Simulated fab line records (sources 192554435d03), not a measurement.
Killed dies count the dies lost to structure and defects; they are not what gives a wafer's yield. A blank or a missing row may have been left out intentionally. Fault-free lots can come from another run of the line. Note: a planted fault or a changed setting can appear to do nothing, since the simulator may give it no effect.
Matching of chambers / flow n5_finfet / cvd_co-02 running N5_BEOL_M3_PRE_CLEAN_60: 3 sister chambers
The step time 15 s. 20 wafers are shown with their chamber, then 10 later ones without.

WAFERS PAIRED WITH THEIR CHAMBERS
wafer=L074.3; chamber=0; heater_power_w (W)=79; rf_fwd_power_W (W)=296.8
wafer=L074.4; chamber=0; heater_power_w (W)=79; rf_fwd_power_W (W)=296.6
wafer=L074.5; chamber=2; heater_power_w (W)=89; rf_fwd_power_W (W)=296.6
wafer=L075.2; chamber=2; heater_power_w (W)=89; rf_fwd_power_W (W)=297.7
wafer=L075.5; chamber=1; heater_power_w (W)=70; rf_fwd_power_W (W)=299.1
wafer=L075.6; chamber=0; heater_power_w (W)=78; rf_fwd_power_W (W)=298.1
wafer=L079.3; chamber=0; heater_power_w (W)=80; rf_fwd_power_W (W)=296.2
wafer=L079.4; chamber=2; heater_power_w (W)=90; rf_fwd_power_W (W)=297.2
wafer=L079.6; chamber=1; heater_power_w (W)=69; rf_fwd_power_W (W)=297.1
wafer=L080.3; chamber=2; heater_power_w (W)=89; rf_fwd_power_W (W)=297.5
wafer=L080.4; chamber=1; heater_power_w (W)=70; rf_fwd_power_W (W)=297.2
wafer=L080.5; chamber=0; heater_power_w (W)=78; rf_fwd_power_W (W)=297.4
wafer=L078.1; chamber=2; heater_power_w (W)=90; rf_fwd_power_W (W)=298.1
wafer=L078.2; chamber=0; heater_power_w (W)=79; rf_fwd_power_W (W)=296.4
wafer=L078.5; chamber=1; heater_power_w (W)=70; rf_fwd_power_W (W)=297.9
wafer=L087.1; chamber=1; heater_power_w (W)=73; rf_fwd_power_W (W)=295.6
wafer=L087.4; chamber=0; heater_power_w (W)=80; rf_fwd_power_W (W)=298.7
wafer=L087.5; chamber=2; heater_power_w (W)=93; rf_fwd_power_W (W)=297.6
wafer=L088.1; chamber=2; heater_power_w (W)=91; rf_fwd_power_W (W)=298.6
wafer=L088.3; chamber=0; heater_power_w (W)=80; rf_fwd_power_W (W)=298.4

SIGNATURES (averages over the wafers above)
reading=heater_power_w; chamber 0=79.12; chamber 1=70.40; chamber 2=90.14; scatter within a chamber=1.26
reading=rf_fwd_power_W; chamber 0=297.325; chamber 1=297.380; chamber 2=297.614; scatter within a chamber=0.955
Rule: a wafer's distance from a chamber is the root of the sum, over the readings, of the square of ((its reading less the chamber's mean) divided by the reading's scatter). The wafer belongs to the nearest chamber; if the next one is less than 2 further off, it can't be placed. The scatter is the square root of a quotient: the sum, over the shown wafers, of each reading's squared deviation from its chamber's mean, divided by wafers minus chambers.

WAFERS WHOSE CHAMBER IS MISSING
wafer=L088.4; heater_power_w (W)=72; rf_fwd_power_W (W)=298.0
wafer=L090.1; heater_power_w (W)=92; rf_fwd_power_W (W)=297.9
wafer=L090.2; heater_power_w (W)=79; rf_fwd_power_W (W)=296.7
wafer=L090.5; heater_power_w (W)=95; rf_fwd_power_W (W)=297.6
wafer=L093.1; heater_power_w (W)=72; rf_fwd_power_W (W)=297.5
wafer=L093.3; heater_power_w (W)=78; rf_fwd_power_W (W)=296.1
wafer=L093.6; heater_power_w (W)=72; rf_fwd_power_W (W)=298.3
wafer=L095.1; heater_power_w (W)=73; rf_fwd_power_W (W)=297.1
wafer=L095.3; heater_power_w (W)=79; rf_fwd_power_W (W)=297.3
wafer=L095.4; heater_power_w (W)=80; rf_fwd_power_W (W)=298.5

WHICH CHAMBER EACH ONE RAN IN
wafer=L088.4; from the rows above=1; in truth=1
wafer=L090.1; from the rows above=2; in truth=2
wafer=L090.2; from the rows above=0; in truth=0
wafer=L090.5; from the rows above=2; in truth=2
wafer=L093.1; from the rows above=1; in truth=1
wafer=L093.3; from the rows above=0; in truth=0
wafer=L093.6; from the rows above=1; in truth=1
wafer=L095.1; from the rows above=1; in truth=1
wafer=L095.3; from the rows above=0; in truth=0
wafer=L095.4; from the rows above=0; in truth=0
Correct placement for 10 of the 10. From these rows, 0 cannot be placed. 0 placed wrongly.
